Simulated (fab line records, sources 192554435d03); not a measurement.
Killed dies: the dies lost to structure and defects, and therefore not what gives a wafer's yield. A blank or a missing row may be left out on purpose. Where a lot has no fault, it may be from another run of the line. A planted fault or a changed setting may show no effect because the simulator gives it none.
Which tool did it? :: flow n5-finfet :: route of 1938 steps, sampled at 1 step: 12 lots, 36 wafers

WHAT THE GAUGES SHOWED, per wafer
N5_SD_EPI_P_INSPECT_11: inspects for defects (macro).
lot: L075
measured: day 3 14:26
on: defect-inspect-01
raw-defect-count: 2 2 3

lot: L077
measured: day 4 00:14
on: defect-inspect-02
raw-defect-count: 5 0 4

lot: L079
measured: day 4 10:42
on: defect-inspect-02
raw-defect-count: 2 2 3

lot: L081
measured: day 5 01:10
on: defect-inspect-01
raw-defect-count: 2 4 2

lot: L083
measured: day 5 18:49
on: defect-inspect-01
raw-defect-count: 0 3 2

lot: L085
measured: day 6 02:55
on: defect-inspect-01
raw-defect-count: 3 2 1

lot: L087
measured: day 6 11:44
on: defect-inspect-01
raw-defect-count: 1 2 4

lot: L089
measured: day 7 01:56
on: defect-inspect-01
raw-defect-count: 1 2 1

lot: L091
measured: day 7 12:43
on: defect-inspect-01
raw-defect-count: 3 1 4

lot: L093
measured: day 7 23:44
on: defect-inspect-01
raw-defect-count: 3 0 1

lot: L095
measured: day 8 11:22
on: defect-inspect-01
raw-defect-count: 2 0 6

lot: L097
measured: day 8 23:42
on: defect-inspect-02
raw-defect-count: 0 1 1

WHICH TOOL RAN EACH LOT (tool, then ch and the chambers of the sampled wafers, then the start)
There is no process step in the record ahead of these readings.

THE ANSWER, worked out from the rows above alone
Rule: usual is defined by the lots themselves. Put in order of their means at a reading, lots are off if they are a third of the lots or fewer, leave a main group of 4 or more, and stand apart from it by a gap of 3 or more times the standard deviation of the main group's means; of several such gaps the widest counts. If all means in a main group match to the digits the tables above print for the reading, that group is not used. Also off: a lot with no number at a reading for which 4 or more lots have one. The other lots that the step has rows for count as sound.
No lot is off on any of the readings shown, so nothing can be concluded from this.

WHAT THE SIMULATOR PUT IN
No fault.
